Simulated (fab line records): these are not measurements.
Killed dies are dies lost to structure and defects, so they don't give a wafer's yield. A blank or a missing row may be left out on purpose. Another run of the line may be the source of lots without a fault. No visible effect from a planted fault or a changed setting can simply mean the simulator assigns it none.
fab line records | flow n5-finfet
record: lots: 24 wafers: 72 last-day: 17
route steps=1938 shown BEOL_M5@1153 BEOL_M6@1195
lots that met no fault: from a run of the same line without faults
start-h: hours from the record's first day to the start of the lot's first wafer shown | wait-h: time in hours since the lot's previous step | " the same as in the row above | L1.1+2: several wafers, shown together as one row | - no value, or no start was given | * or withheld: withheld | < > ~ a bound
route shown NAME@n: names a module that has steps shown in the file, with the first one's number in the route | usual: mean/standard deviation taken from wafers without a fault | same: alike in all rows | chamber/n: place in a boat | sites: each site's reading | _std_site: how widely they spread, as a standard deviation | _edge_site: inner sites' mean taken away from outer sites' mean | radius-mm: how far each site lies from the wafer's centre | mask NAME#n: copy n | behind: the tool/chamber that last shaped the wafer | hold: why the lot went on hold/how many hours it stayed there/how the hold came to an end | device: transistor that didn't switch, given as n, p or np | end of line: tests run on the same wafers once the route is complete | for a step that has no rows: nothing shown but its recipe | killed: the dies lost at the first sort to structure and to defects; this is not the yield of the wafer | map: a wafer's dies, marking killed ones x, the rest . and places with no die _
set.NAME: the run value of the setting; set.NAME@STEP: its run value at that earlier step | model.NAME: the simulator's own value behind a step, which no gauge read
steps of the route over a sample of lots; a table a step, a row a wafer
services: from which hour (start-h, from the record's first day; less than 0 if before it) a tool's chamber was out of use, for how many hours, and why
== steps ==
step: N5_BEOL_M5_ETCH_67
recipe: chemistry: CF4 target: SiARC target-depth-a: 156 mask-material: CAR-EUV time-s: 26 ion-energy-ev: 80 pressure-mtorr: 40 source-w: 545 bias-w: 36 Ar_flow_sccm: 100 cf4-flow-sccm: 100 ends: cleared
usual: chamber-pressure-mTorr: 40.00/0.033 drypump-motor-current-A: 5.4/0.5 etch-rf-on-time-s: 25.6/0.65 oes-product-au: 0.69/0.087 rf-vpp-V: 184.4/1.3 showerhead-plenum-p-Torr: 2.16/0.071 throttle-valve-pct: 15.54/0.29
columns lot.wafer tool chamber start-h wait-h chamber-pressure-mTorr drypump-motor-current-A etch-rf-on-time-s oes-product-au rf-hours-counter-h rf-vpp-V showerhead-plenum-p-Torr throttle-valve-pct
L074.1 rie-diel-01 0 163.32 0.0 40.01 5.4 24.9 0.73 72 186.7 2.25 15.49
L074.3 " 3 " " 39.99 5.7 25.3 0.61 188 185.0 2.22 15.65
L074.6 " 2 " " 39.94 5.4 26.5 0.61 - 185.0 2.13 15.76
L076.1 rie-diel-02 3 173.28 0.0 40.03 4.9 25.9 0.74 38 185.7 2.11 15.62
L076.4 " 0 " " 40.03 6.6 25.5 0.59 246 183.8 2.19 15.49
L076.6 " 2 " " 39.99 5.1 27.3 0.60 - 184.5 2.13 15.54
L075.1 rie-diel-02 1 175.40 0.0 39.96 5.6 25.2 0.64 156 185.8 2.24 15.83
L075.3 " 3 " " 39.97 4.9 25.8 0.75 39 184.3 2.11 15.64
L075.6 " 2 " " 40.04 5.1 27.0 0.60 - 184.4 2.13 15.52
L077.2 rie-diel-04 2 197.32 0.0 39.97 4.8 24.9 0.77 30 186.3 2.28 15.45
L077.3 " 3 " " 40.02 5.9 25.9 0.60 220 182.9 2.03 16.03
L077.5 " 2 " " 39.98 4.7 24.9 0.77 - 184.4 2.28 15.46
L079.2 rie-diel-02 0 202.59 0.0 40.00 6.5 25.5 0.85 0 184.5 2.18 14.97
L079.4 " 3 " " 39.94 4.9 25.8 0.74 49 184.2 2.10 15.66
L079.6 " 0 " " 39.99 6.6 25.5 0.85 - 186.0 2.18 14.98
L078.1 rie-diel-01 3 204.79 0.0 40.01 5.7 25.4 0.60 201 183.7 2.22 15.68
L078.2 " 0 " " 40.03 5.3 25.3 0.71 85 186.4 2.24 15.51
L078.5 " 0 " " 40.06 5.3 25.2 0.71 - 186.5 2.24 15.51
L081.3 rie-diel-04 0 205.64 0.0 39.98 5.4 25.6 0.79 24 184.8 2.10 15.35
L081.5 " 0 " " 39.96 5.4 25.6 0.79 - 184.5 2.10 15.36
L081.6 " 3 " " 40.01 5.9 26.3 0.60 - 182.4 2.03 16.03
L080.1 rie-diel-02 0 209.29 0.0 40.11 6.5 25.6 0.82 3 186.4 2.18 14.99
L080.4 " 1 " " 39.99 5.6 25.5 0.63 169 185.9 2.23 15.86
L080.5 " 0 " " 40.04 6.5 25.5 0.82 - 183.7 2.18 14.99
L082.1 rie-diel-01 2 209.78 0.0 39.99 5.4 26.5 0.61 188 183.4 2.13 15.78
L082.2 " 1 " " 39.98 6.0 24.6 0.84 9 183.2 2.10 15.02
L082.5 " 1 " " 39.96 6.0 24.6 0.84 - 183.9 2.10 15.04
L083.2 rie-diel-02 0 222.76 0.0 39.97 6.5 25.9 0.80 6 184.9 2.18 14.99
L083.3 " 1 " " 40.04 5.6 25.6 0.63 173 185.4 2.23 15.86
L083.4 " 2 " " 40.00 5.1 27.3 0.58 219 183.5 2.12 15.55
L084.1 rie-diel-01 0 226.58 0.0 39.99 5.3 25.4 0.70 92 186.0 2.24 15.56
L084.2 " 3 " " 40.02 5.7 25.7 0.59 208 184.6 2.22 15.71
L084.3 " 2 " " 39.95 5.4 26.6 0.60 192 184.2 2.12 15.80
L085.1 rie-diel-04 1 234.99 0.0 39.97 5.1 25.2 0.83 11 184.9 2.18 15.17
L085.2 " 2 " " 40.00 4.7 25.0 0.75 41 184.9 2.28 15.48
L085.3 " 3 " " 40.03 5.9 26.5 0.58 232 182.7 2.03 16.04
L086.1 rie-diel-02 1 245.96 0.0 40.00 5.6 25.3 0.63 182 185.4 2.23 15.90
L086.2 " 3 " " 39.98 5.0 25.7 0.72 63 182.4 2.10 15.67
L086.4 " 1 " " 40.02 5.6 25.4 0.63 - 185.3 2.23 15.87
L088.2 rie-diel-02 1 250.10 0.0 40.02 5.6 25.2 0.63 183 185.0 2.23 15.88
L088.3 " 3 " " 40.00 4.9 25.6 0.72 65 181.8 2.10 15.68
L088.5 " 3 " " 40.01 4.9 25.6 0.72 - 184.0 2.10 15.70
L087.1 rie-diel-02 1 253.54 0.0 40.03 5.6 25.4 0.63 184 184.5 2.23 15.86
L087.5 " 3 " " 39.98 5.0 25.7 0.72 - 182.7 2.10 15.69
L087.6 " 0 " " 40.05 6.5 25.2 0.81 - 185.6 2.18 15.01
L089.2 rie-diel-02 2 265.91 0.0 40.03 5.1 27.1 0.58 234 182.3 2.12 15.58
L089.5 " 3 " " 39.93 4.9 25.4 0.72 - 182.0 2.10 15.69
L089.6 " 0 " " 39.98 6.5 25.4 0.79 - 185.3 2.18 15.00
L091.1 rie-diel-04 3 269.47 0.0 39.97 5.9 26.2 0.58 242 182.5 2.03 16.08
L091.2 " 1 " " 39.99 5.1 25.3 0.81 22 184.1 2.18 15.19
L091.6 " 2 " " 39.93 4.7 24.9 0.75 - 185.6 2.28 15.49
L090.1 rie-diel-01 1 269.89 0.0 39.99 5.9 24.6 0.80 26 182.1 2.09 15.06
L090.3 " 3 " " 40.01 5.7 25.4 0.59 221 185.4 2.21 15.73
L090.4 " 0 " " 40.05 5.3 25.0 0.69 105 185.4 2.24 15.57
L092.1 rie-diel-04 3 272.64 0.0 40.02 6.0 26.1 0.59 242 183.3 2.03 16.09
L092.2 " 0 " " 39.99 5.4 25.3 0.77 43 184.3 2.09 15.39
L092.4 " 1 " " 39.96 5.1 25.2 0.80 23 184.3 2.18 15.17
L093.2 rie-diel-04 2 280.68 0.0 39.97 4.7 25.1 0.74 53 184.7 2.28 15.50
L093.5 " 1 " " 40.03 5.1 25.1 0.81 - 184.6 2.18 15.19
L093.6 " 2 " " 40.03 4.7 25.0 0.73 - 185.2 2.28 15.50
L094.3 rie-diel-01 1 288.62 0.0 40.00 6.0 24.5 0.79 32 185.7 2.09 15.07
L094.4 " 0 " " 40.02 5.3 25.1 0.69 110 185.4 2.24 15.58
L094.5 " 3 " " 40.03 5.7 25.5 0.59 - 184.2 2.21 15.74
L095.1 rie-diel-01 2 295.16 0.0 40.03 5.4 26.1 0.59 214 183.3 2.12 15.84
L095.2 " 0 " " 39.91 5.3 25.1 0.68 112 185.4 2.24 15.57
L095.6 " 0 " " 39.95 5.3 24.9 0.69 - 185.7 2.24 15.57
L096.1 rie-diel-04 0 313.30 0.0 40.00 5.4 25.7 0.74 56 182.9 2.09 15.41
L096.2 " 2 " " 39.98 4.7 25.6 0.72 65 187.0 2.27 15.52
L096.5 " 2 " " 40.02 4.7 25.0 0.73 - 185.8 2.27 15.51
L097.1 rie-diel-02 3 315.38 0.0 39.99 4.9 25.4 0.70 87 182.6 2.09 15.72
L097.2 " 1 " " 40.01 5.6 25.4 0.61 200 183.7 2.22 15.92
L097.5 " 3 " " 40.00 4.9 25.6 0.70 - 182.2 2.09 15.75
step: N5_BEOL_M5_ANNEAL_82
recipe: temp-c: 400 time-s: 1800 ambient: vacuum
usual: heater-power-w: 908/130
columns lot.wafer tool chamber start-h wait-h heater-power-w
L074.1 pvd-sputter-02 - 167.90 0.0 1166
L074.3 " - " " 923
L074.6 " - " " 1139
L076.1 pvd-sputter-01 - 176.07 0.0 855
L076.4 " - " " 913
L076.6 " - " " 833
L075.1 pvd-sputter-02 - 178.96 0.0 915
L075.3 " - " " 913
L075.6 " - " " 1136
L077.2 pvd-sputter-03 - 200.24 0.0 958
L077.3 " - " " 944
L077.5 " - " " 928
L079.2 pvd-sputter-03 - 205.43 0.0 785
L079.4 " - " " 695
L079.6 " - " " 672
L078.1 pvd-sputter-01 - 207.58 0.0 1044
L078.2 " - " " 902
L078.5 " - " " 856
L081.3 pvd-sputter-03 - 210.12 0.0 683
L081.5 " - " " 976
L081.6 " - " " 674
L080.1 pvd-sputter-02 - 212.53 0.0 911
L080.4 " - " " 901
L080.5 " - " " 895
L082.1 pvd-sputter-01 - 212.72 0.0 1071
L082.2 " - " " 856
L082.5 " - " " 1057
L083.2 pvd-sputter-01 - 225.66 0.0 1055
L083.3 " - " " 871
L083.4 " - " " 1025
L084.1 pvd-sputter-03 - 229.57 0.0 958
L084.2 " - " " 954
L084.3 " - " " 787
L085.1 pvd-sputter-02 - 239.17 0.0 775
L085.2 " - " " 1156
L085.3 " - " " 901
L086.1 pvd-sputter-02 - 248.78 0.0 928
L086.2 " - " " 759
L086.4 " - " " 1149
L088.2 pvd-sputter-03 - 252.97 0.0 769
L088.3 " - " " 697
L088.5 " - " " 681
L087.1 pvd-sputter-01 - 256.65 0.0 994
L087.5 " - " " 1045
L087.6 " - " " 850
L089.2 pvd-sputter-01 - 269.26 0.0 1020
L089.5 " - " " 987
L089.6 " - " " 1070
L091.1 pvd-sputter-01 - 274.28 0.0 884
L091.2 " - " " 1013
L091.6 " - " " 1045
L090.1 pvd-sputter-02 - 274.37 0.0 960
L090.3 " - " " 1148
L090.4 " - " " 919
L092.1 pvd-sputter-03 - 276.31 0.0 775
L092.2 " - " " 978
L092.4 " - " " 969
L093.2 pvd-sputter-03 - 283.34 0.0 776
L093.5 " - " " 707
L093.6 " - " " 778
L094.3 pvd-sputter-03 - 291.60 0.0 693
L094.4 " - " " 959
L094.5 " - " " 696
L095.1 pvd-sputter-02 - 297.75 0.0 1122
L095.2 " - " " 917
L095.6 " - " " 1148
L096.1 pvd-sputter-01 - 316.93 0.0 1017
L096.2 " - " " 834
L096.5 " - " " 1069
L097.1 pvd-sputter-03 - 318.56 0.0 927
L097.2 " - " " 694
L097.5 " - " " 934
step: N5_BEOL_M5_ANNEAL_84
recipe: temp-c: 400 time-s: 1800 ambient: vacuum
usual: heater-power-w: 906/130
columns lot.wafer tool chamber start-h wait-h heater-power-w
L074.1 pvd-sputter-02 - 168.98 0.0 1134
L074.3 " - " " 916
L074.6 " - " " 1151
L076.1 pvd-sputter-01 - 177.15 0.0 861
L076.4 " - " " 895
L076.6 " - " " 856
L075.1 pvd-sputter-02 - 180.05 0.0 913
L075.3 " - " " 896
L075.6 " - " " 1171
L077.2 pvd-sputter-03 - 201.33 0.0 929
L077.3 " - " " 961
L077.5 " - " " 946
L079.2 pvd-sputter-03 - 206.52 0.0 785
L079.4 " - " " 685
L079.6 " - " " 694
L078.1 pvd-sputter-01 - 208.66 0.0 1056
L078.2 " - " " 882
L078.5 " - " " 843
L081.3 pvd-sputter-03 - 211.20 0.0 701
L081.5 " - " " 957
L081.6 " - " " 704
L080.1 pvd-sputter-02 - 213.61 0.0 935
L080.4 " - " " 923
L080.5 " - " " 882
L082.1 pvd-sputter-01 - 213.81 0.0 1044
L082.2 " - " " 840
L082.5 " - " " 1044
L083.2 pvd-sputter-01 - 226.75 0.0 1056
L083.3 " - " " 909
L083.4 " - " " 1015
L084.1 pvd-sputter-03 - 230.66 0.0 962
L084.2 " - " " 973
L084.3 " - " " 765
L085.1 pvd-sputter-02 - 240.25 0.0 794
L085.2 " - " " 1149
L085.3 " - " " 904
L086.1 pvd-sputter-02 - 249.86 0.0 954
L086.2 " - " " 761
L086.4 " - " " 1138
L088.2 pvd-sputter-03 - 254.05 0.0 775
L088.3 " - " " 678
L088.5 " - " " 695
L087.1 pvd-sputter-01 - 257.73 0.0 1003
L087.5 " - " " 1068
L087.6 " - " " 845
L089.2 pvd-sputter-01 - 270.34 0.0 1055
L089.5 " - " " 1003
L089.6 " - " " 1040
L091.1 pvd-sputter-01 - 275.37 0.0 833
L091.2 " - " " 1060
L091.6 " - " " 1072
L090.1 pvd-sputter-02 - 275.45 0.0 912
L090.3 " - " " 1148
L090.4 " - " " 887
L092.1 pvd-sputter-03 - 277.40 0.0 781
L092.2 " - " " 968
L092.4 " - " " 939
L093.2 pvd-sputter-03 - 284.42 0.0 783
L093.5 " - " " 718
L093.6 " - " " 739
L094.3 pvd-sputter-03 - 292.69 0.0 686
L094.4 " - " " 936
L094.5 " - " " 684
L095.1 pvd-sputter-02 - 298.84 0.0 1174
L095.2 " - " " 913
L095.6 " - " " 1128
L096.1 pvd-sputter-01 - 318.02 0.0 1020
L096.2 " - " " 840
L096.5 " - " " 1048
L097.1 pvd-sputter-03 - 319.64 0.0 952
L097.2 " - " " 679
L097.5 " - " " 949
step: N5_BEOL_M5_THK_MEAS_53
recipe: thk-meas-gauge: xrf reads: Cu_of_BEOL_M5_ECD_50
usual: M5_THK: 62.0/1.8
columns lot.wafer tool chamber start-h wait-h M5_THK[nm]
L074.1 film-metro-02 - 172.34 - 67.0
L074.3 " - " " 62.3
L074.6 " - " " 60.5
L076.1 film-metro-01 - 180.04 - 61.1
L076.4 " - " " 60.8
L076.6 " - " " 59.6
L075.1 film-metro-01 - 182.98 - 62.0
L075.3 " - " " 61.2
L075.6 " - " " 60.5
L077.2 film-metro-02 - 204.49 - 62.1
L077.3 " - " " 59.8
L077.5 " - " " 62.8
L079.2 film-metro-01 - 209.69 - 62.9
L079.4 " - " " 63.9
L079.6 " - " " 61.9
L078.1 film-metro-01 - 211.55 - 64.4
L078.2 " - " " 61.8
L078.5 " - " " 65.3
L081.3 film-metro-02 - 214.09 - 62.8
L081.5 " - " " 63.5
L081.6 " - " " 59.6
L080.1 film-metro-02 - 217.80 - 60.2
L080.4 " - " " 60.0
L080.5 " - " " 61.9
L082.1 film-metro-01 - 217.80 - 60.2
L082.2 " - " " 62.0
L082.5 " - " " 62.7
L083.2 film-metro-01 - 229.75 - 61.6
L083.3 " - " " 62.8
L083.4 " - " " 59.9
L084.1 film-metro-02 - 233.55 - 62.1
L084.2 " - " " 61.7
L084.3 " - " " 59.2
L085.1 film-metro-01 - 243.14 - 64.5
L085.2 " - " " 63.3
L085.3 " - " " 60.7
L086.1 film-metro-01 - 252.77 - 62.9
L086.2 " - " " 62.2
L086.4 " - " " 60.5
L088.2 film-metro-01 - 256.96 - 62.3
L088.3 " - " " 59.0
L088.5 " - " " 63.1
L087.1 film-metro-01 - 261.06 - 65.5
L087.5 " - " " 64.1
L087.6 " - " " 65.5
L089.2 film-metro-02 - 273.23 - 62.2
L089.5 " - " " 60.4
L089.6 " - " " 62.8
L091.1 film-metro-02 - 278.26 - 58.2
L091.2 " - " " 64.1
L091.6 " - " " 60.8
L090.1 film-metro-01 - 278.34 - 64.4
L090.3 " - " " 62.1
L090.4 " - " " 62.7
L092.1 film-metro-02 - 280.30 - 60.2
L092.2 " - " " 62.1
L092.4 " - " " 64.3
L093.2 film-metro-02 - 287.59 - 62.4
L093.5 " - " " 62.8
L093.6 " - " " 63.6
L094.3 film-metro-02 - 295.58 - 63.9
L094.4 " - " " 63.4
L094.5 " - " " 63.8
L095.1 film-metro-02 - 301.74 - 60.1
L095.2 " - " " 61.9
L095.6 " - " " 62.8
L096.1 film-metro-02 - 320.91 - 62.4
L096.2 " - " " 60.7
L096.5 " - " " 61.0
L097.1 film-metro-01 - 322.53 - 60.2
L097.2 " - " " 61.0
L097.5 " - " " 63.1
step: N5_BEOL_M5_CO_CAP_78
recipe: material: Co target-thk-a: 20 temp-c: 200 precursor: CCTBA/H2 pressure-torr: 30 time-s: 102.1
usual: heater-power-w: 232/9.8
columns lot.wafer tool chamber start-h wait-h heater-power-w
L074.1 cvd-co-02 1 172.65 0.0 219
L074.3 " 0 " " 232
L074.6 " 1 " " 226
L076.1 cvd-co-02 0 180.12 0.0 240
L076.4 " 2 " " 242
L076.6 " 0 " " 230
L075.1 cvd-co-02 0 183.05 0.0 237
L075.3 " 1 " " 221
L075.6 " 0 " " 238
L077.2 cvd-co-01 0 204.56 0.0 247
L077.3 " 1 " " 227
L077.5 " 2 " " 218
L079.2 cvd-co-02 2 209.76 0.0 239
L079.4 " 1 " " 223
L079.6 " 2 " " 241
L078.1 cvd-co-01 2 211.63 0.0 219
L078.2 " 1 " " 222
L078.5 " 2 " " 219
L081.3 cvd-co-02 2 214.17 0.0 236
L081.5 " 1 " " 215
L081.6 " 0 " " 234
L080.1 cvd-co-02 0 217.88 0.0 236
L080.4 " 0 " " 236
L080.5 " 2 " " 240
L082.1 cvd-co-01 2 217.98 0.0 218
L082.2 " 0 " " 245
L082.5 " 2 " " 215
L083.2 cvd-co-02 0 229.82 0.0 237
L083.3 " 1 " " 217
L083.4 " 1 " " 221
L084.1 cvd-co-01 1 233.62 0.0 225
L084.2 " 2 " " 215
L084.3 " 0 " " 239
L085.1 cvd-co-02 1 243.22 0.0 227
L085.2 " 0 " " 236
L085.3 " 2 " " 240
L086.1 cvd-co-01 0 252.85 0.0 247
L086.2 " 1 " " 222
L086.4 " 2 " " 219
L088.2 cvd-co-01 2 257.03 0.0 218
L088.3 " 0 " " 245
L088.5 " 2 " " 220
L087.1 cvd-co-02 2 261.14 0.0 237
L087.5 " 0 " " 240
L087.6 " 1 " " 222
L089.2 cvd-co-02 1 273.31 0.0 221
L089.5 " 0 " " 236
L089.6 " 2 " " 239
L091.1 cvd-co-02 1 278.34 0.0 224
L091.2 " 2 " " 240
L091.6 " 2 " " 242
L090.1 cvd-co-01 2 278.42 0.0 218
L090.3 " 0 " " 236
L090.4 " 0 " " 242
L092.1 cvd-co-02 0 280.37 0.0 240
L092.2 " 1 " " 221
L092.4 " 2 " " 242
L093.2 cvd-co-01 2 287.67 0.0 215
L093.5 " 1 " " 220
L093.6 " 0 " " 241
L094.3 cvd-co-01 2 295.65 0.0 221
L094.4 " 2 " " 226
L094.5 " 0 " " 250
L095.1 cvd-co-01 0 301.82 0.0 244
L095.2 " 1 " " 228
L095.6 " 1 " " 228
L096.1 cvd-co-02 1 320.98 0.0 223
L096.2 " 0 " " 242
L096.5 " 0 " " 241
L097.1 cvd-co-02 0 322.61 0.0 242
L097.2 " 2 " " 247
L097.5 " 2 " " 242
step: N5_BEOL_M6_CURE_74
recipe: temp-c: 385 time-s: 240 ambient: He/Ar material: SiCOH_lowk
usual: lamp-power-pct: 52.31/0.056 wafer_temp_C_max: 387.0/0.72
columns lot.wafer tool chamber start-h wait-h lamp-power-pct wafer_temp_C_max
L074.1 uv-cure-02 1 173.02 0.1 52.31 388.0
L074.3 " 1 " " 52.34 387.8
L074.6 " 1 " " 52.26 388.0
L076.1 uv-cure-03 2 180.43 0.0 52.39 386.6
L076.4 " 2 " " 52.30 386.0
L076.6 " 2 " " 52.31 386.0
L075.1 uv-cure-01 1 183.37 0.0 52.25 387.5
L075.3 " 1 " " 52.38 388.2
L075.6 " 1 " " 52.15 388.2
L077.2 uv-cure-02 2 204.95 0.1 52.24 387.3
L077.3 " 2 " " 52.33 387.0
L077.5 " 2 " " 52.32 387.5
L079.2 uv-cure-01 1 210.15 0.1 52.37 387.6
L079.4 " 1 " " 52.36 387.4
L079.6 " 1 " " 52.34 387.1
L078.1 uv-cure-02 0 211.97 0.0 52.30 387.2
L078.2 " 0 " " 52.29 386.8
L078.5 " 0 " " 52.35 386.6
L081.3 uv-cure-01 0 214.80 0.4 52.47 386.1
L081.5 " 0 " " 52.37 386.9
L081.6 " 0 " " 52.35 386.6
L080.1 uv-cure-02 2 218.21 0.0 52.27 387.5
L080.4 " 2 " " 52.31 387.5
L080.5 " 2 " " 52.35 387.0
L082.1 uv-cure-03 2 218.49 0.2 52.29 387.1
L082.2 " 2 " " 52.25 387.1
L082.5 " 2 " " 52.29 386.7
L083.2 uv-cure-02 2 230.21 0.1 52.39 386.9
L083.3 " 2 " " 52.39 388.1
L083.4 " 2 " " 52.33 387.6
L084.1 uv-cure-03 0 233.93 0.0 52.27 386.3
L084.2 " 0 " " 52.26 386.0
L084.3 " 0 " " 52.27 386.4
L085.1 uv-cure-02 1 243.53 0.0 52.24 387.6
L085.2 " 1 " " 52.16 388.3
L085.3 " 1 " " 52.27 388.3
L086.1 uv-cure-01 0 253.16 0.0 52.25 386.2
L086.2 " 0 " " 52.34 386.2
L086.4 " 0 " " 52.34 386.5
L088.2 uv-cure-01 2 257.50 0.2 52.30 386.9
L088.3 " 2 " " 52.25 386.2
L088.5 " 2 " " 52.33 386.8
L087.1 uv-cure-03 0 261.45 0.0 52.33 385.9
L087.5 " 0 " " 52.36 386.3
L087.6 " 0 " " 52.30 386.3
L089.2 uv-cure-02 0 273.70 0.1 52.35 386.2
L089.5 " 0 " " 52.36 386.3
L089.6 " 0 " " 52.29 386.5
L091.1 uv-cure-02 0 278.65 0.0 52.40 386.3
L091.2 " 0 " " 52.30 387.5
L091.6 " 0 " " 52.34 386.6
L090.1 uv-cure-03 1 278.73 0.0 52.33 387.9
L090.3 " 1 " " 52.36 387.8
L090.4 " 1 " " 52.25 387.4
L092.1 uv-cure-02 0 280.68 0.0 52.38 386.4
L092.2 " 0 " " 52.33 387.3
L092.4 " 0 " " 52.32 386.1
L093.2 uv-cure-02 0 288.14 0.2 52.32 387.2
L093.5 " 0 " " 52.42 387.7
L093.6 " 0 " " 52.34 387.0
L094.3 uv-cure-03 0 296.18 0.3 52.38 385.7
L094.4 " 0 " " 52.30 385.9
L094.5 " 0 " " 52.24 385.9
L095.1 uv-cure-02 1 302.13 0.0 52.21 387.1
L095.2 " 1 " " 52.37 387.5
L095.6 " 1 " " 52.36 387.9
L096.1 uv-cure-03 2 321.30 0.0 52.21 387.7
L096.2 " 2 " " 52.31 386.8
L096.5 " 2 " " 52.22 386.5
L097.1 uv-cure-01 1 322.92 0.0 52.27 387.9
L097.2 " 1 " " 52.28 387.8
L097.5 " 1 " " 52.32 386.8
== services ==
columns tool chamber start-h hours kind
cvd-co-01 2 143.50 16.4 repair
rie-diel-01 1 151.64 - clean
rie-diel-01 1 151.64 - consumable-replace:focus-ring
cvd-co-01 - 164.81 14.6 pm
rie-diel-02 0 185.57 - clean
rie-diel-02 0 185.57 - consumable-replace:focus-ring
rie-diel-02 0 185.57 15.5 scheduled-down
rie-diel-02 0 185.57 15.5 vent-cycle
rie-diel-01 1 187.31 5.4 repair
uv-cure-03 - 209.53 7.5 pm
uv-cure-02 - 211.26 0.3 repair
cvd-co-01 - 212.47 5.0 repair
rie-diel-02 0 227.10 2.8 repair
uv-cure-03 - 233.15 0.6 repair
uv-cure-01 - 236.00 1.0 pm
uv-cure-01 - 249.12 2.1 pm
rie-diel-02 1 264.14 12.0 repair
uv-cure-03 - 267.64 2.1 pm
pvd-sputter-01 - 290.79 0.8 repair
pvd-sputter-01 - 294.87 7.9 repair
rie-diel-02 2 311.35 - clean
rie-diel-02 2 311.35 - consumable-replace:focus-ring
rie-diel-02 2 311.35 23.3 scheduled-down
rie-diel-02 2 311.35 23.3 vent-cycle
== key ==
fault none
